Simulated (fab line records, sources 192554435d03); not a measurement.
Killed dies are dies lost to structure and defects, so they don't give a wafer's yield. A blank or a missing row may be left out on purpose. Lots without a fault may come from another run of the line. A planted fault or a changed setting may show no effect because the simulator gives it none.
A struck lot beside a sound one | flow n5_finfet | 39 steps out of a route of 1938
Sound: wafers L519.1, L519.3, L519.6. Struck: wafers L502.1, L502.2, L502.5. The cause comes at the end.
At each step with rows: each side's tool, then ch and its chambers, then its first start. Under that, the readings that differ: sound wafers | struck wafers | difference of the means | sigmas: that difference in standard deviations of wafers without a fault.
alike: readings whose means differ by less than 2 such deviations, and words and numbers that are the same on both sides. not compared: withheld readings, readings that some wafer has no value for, bounds like >300 that may hide the same value, and numbers for which the record gives no deviation and whose values overlap.
The two part at a step that has a row with sigmas, a row that says differs or no value, or rows on one side only. Numbers that don't overlap but have no deviation are shown without sigmas and don't part them. A reading that every wafer of one side lacks parts them only if that side has two wafers or more.

first, 9 steps without rows for these wafers: N5_BEOL_M4_ANNEAL_95 (time 240 s); N5_BEOL_M4_SPUTTER_96 (material Cu, target thk 4.5 nm, time 8.29 s); N5_BEOL_M4_ECD_50 (material Cu, target thk 300 nm); N5_BEOL_M4_ANNEAL_51 (time 90 s); N5_BEOL_M4_CMP_52 (polishes, stops on SiOC, t overpolish 6.8 s, target thk 40 nm); N5_BEOL_M4_PRE_CLEAN_60 (time 15 s); N5_BEOL_M4_CO_CAP_55 (material Co, precursor CCTBA/H2, target thk 2 nm, time 102.1 s); N5_BEOL_M4_PRE_CLEAN_56 (time 15 s); N5_BEOL_M4_DEP_57 (deposits SiCN from 3MS/NH3, target thk 8 nm, time 14 s).
N5_BEOL_M4_RC_MEAS_101:
  sound on prober-01 ch 0, day 12 02:46; struck on prober-02 ch 0, day 8 07:54
  alike: DIBL_N, DIBL_P, IOFF_N, IOFF_P, ION_N, ION_P, SS_N, SS_P, VT_N, VT_P
then, 24 steps without rows for these wafers: N5_BEOL_M5_ILD_DEP_00 (deposits SiCOH lowk from DEMS/porogen, target thk 140.64 nm, time 25.9 s); N5_BEOL_M5_CURE_79 (cures SiCOH lowk, time 240 s); N5_BEOL_M5_PECVD_70 (deposits SiO2 from TEOS/O2, target thk 16 nm, time 18 s); N5_BEOL_M5_HM_DEP_02 (deposits TiN, target thk 20 nm); N5_BEOL_M5_COAT_59 (time 60 s, resist thk 60 nm); N5_BEOL_M5_COAT_60 (time 60 s, resist thk 12 nm); N5_BEOL_M5_COAT_71 (time 60 s, resist thk 5 nm); N5_BEOL_M5_COAT_05 (resist thk 30 nm); N5_BEOL_M5_EBR_07; N5_BEOL_M5_SOFTBAKE_06 (time 60 s); N5_BEOL_M5_EXPOSE_08 (exposes mask M5, target cd 28 nm); N5_BEOL_M5_PEB_09 (peb time 60 s); N5_BEOL_M5_DEVELOP_10 (develop time 30 s); N5_BEOL_M5_DESCUM_16 (chemistry O2, time 7 s); N5_BEOL_M5_ETCH_72 (etches underlayer in N2/H2, target depth 6.5 nm, time 5.2 s); N5_BEOL_M5_ETCH_61 (etches SiARC in CF4, target depth 15.6 nm, time 26 s); N5_BEOL_M5_ETCH_62 (etches SOC in N2/H2, target depth 75 nm, overetch 15 nm, time 112.5 s); N5_BEOL_M5_STRIP_63 (strips in N2/H2); N5_BEOL_M5_STRIP_73 (strips in N2/H2); N5_BEOL_M5_STRIP_64 (strips in CF4); N5_BEOL_M5_HM_OPEN_17 (chemistry Cl2/BCl3, target TiN, target depth 20 nm, overetch 6 nm); N5_BEOL_M5_STRIP_19 (strips in O2); N5_BEOL_M5_COAT_65 (time 60 s, resist thk 60 nm); N5_BEOL_M5_COAT_66 (time 60 s, resist thk 12 nm).
N5_BEOL_M9_ILD_DEP_00: deposits SiCOH lowk from DEMS/porogen, target thk 308.51 nm, time 58 s.
  sound on pecvd-03 ch 0,2, day 13 19:34; struck on pecvd-03 ch 1,2, day 9 22:48
  alike: heater_power_outer_w, heater_power_w, showerhead_plenum_p_Torr, showerhead_vpp_V, throttle_valve_pct
  not compared: since_wet_clean_h
N5_BEOL_M9_CURE_71: cures SiCOH lowk, time 240 s.
  sound on uv_cure-02 ch 2, day 13 19:38; struck on uv_cure-01 ch 2, day 9 23:46
  reading                                            | sound             | struck      | difference | sigmas
  model.SiCOH_lowk_of_BEOL_M9_ILD_DEP_00.thk_nm (nm) | 268.6 262.8 274.2 | 535 536 545 | +270       |
  alike: lamp_power_pct, wafer_temp_C_max
N5_BEOL_M9_THK_MEAS_01:
  sound on film_metro-02, day 13 20:09; struck on film_metro-02, day 10 00:16
  reading         | sound       | struck      | difference | sigmas
  M9_ILD_THK (nm) | 269 263 274 | 535 536 545 | +270       | +67
N5_BEOL_M9_CMP_52: polishes, stops on SiCOH lowk, t overpolish 7 s, target thk 140 nm.
  sound on cmp-04 ch 0,3, day 14 03:41; struck on cmp-04 ch 1,2,3, day 10 05:07
  reading                                            | sound             | struck      | difference | sigmas
  model.SiCOH_lowk_of_BEOL_M9_ILD_DEP_00.thk_nm (nm) | 265.6 259.8 271.2 | 532 533 542 | +270       |
  alike: barrier_field_endpoint_s, head_pressure_psi, motor_current_A, overpolish_run_s, slurry_filter_dp_kPa, time_to_endpoint_s
-- the record jumps here: 2 days lie between the struck wafers' starts before and after (it left off in module BEOL_M9 and takes up again in module PASSIVATION, whose first step shown is number 1936 of the route) --
N5_PASSIVATION_PROBE_49:
  sound on prober-02, day 16 11:40; struck on prober-02, day 12 14:11
  reading                  | sound          | struck         | difference | sigmas
  defect_limited_yield (%) | 92.5 92.6 92.0 | 0 0 0          | -92        | -58
  killed_at_M4_up          | 7 16 13        | 1091 1095 1093 | +1081      | +99 or more
  killed_dies              | 88 87 94       | 1180 1180 1180 | +1090      | +57
  killed_on_rim            | 13 13 10       | 152 152 152    | +140       | +36
  sort_bin_5_function (%)  | 4.1 5.3 4.2    | 96.6 96.3 96.4 | +91.9      | +84
  sort_n_pass              | 1092 1093 1086 | 0 0 0          | -1090      | -55
  sort_yield_pct (%)       | 92.5 92.6 92.0 | 0 0 0          | -92        | -54
  alike: killed_at_M0_to_M3, killed_at_contacts, killed_at_front_end, killed_at_other, killed_open, killed_short, sort_bin_6_memory

WHERE THEY PART
First at N5_BEOL_M9_THK_MEAS_01; last, within this record, at N5_PASSIVATION_PROBE_49.

WHY: what the simulator had put in
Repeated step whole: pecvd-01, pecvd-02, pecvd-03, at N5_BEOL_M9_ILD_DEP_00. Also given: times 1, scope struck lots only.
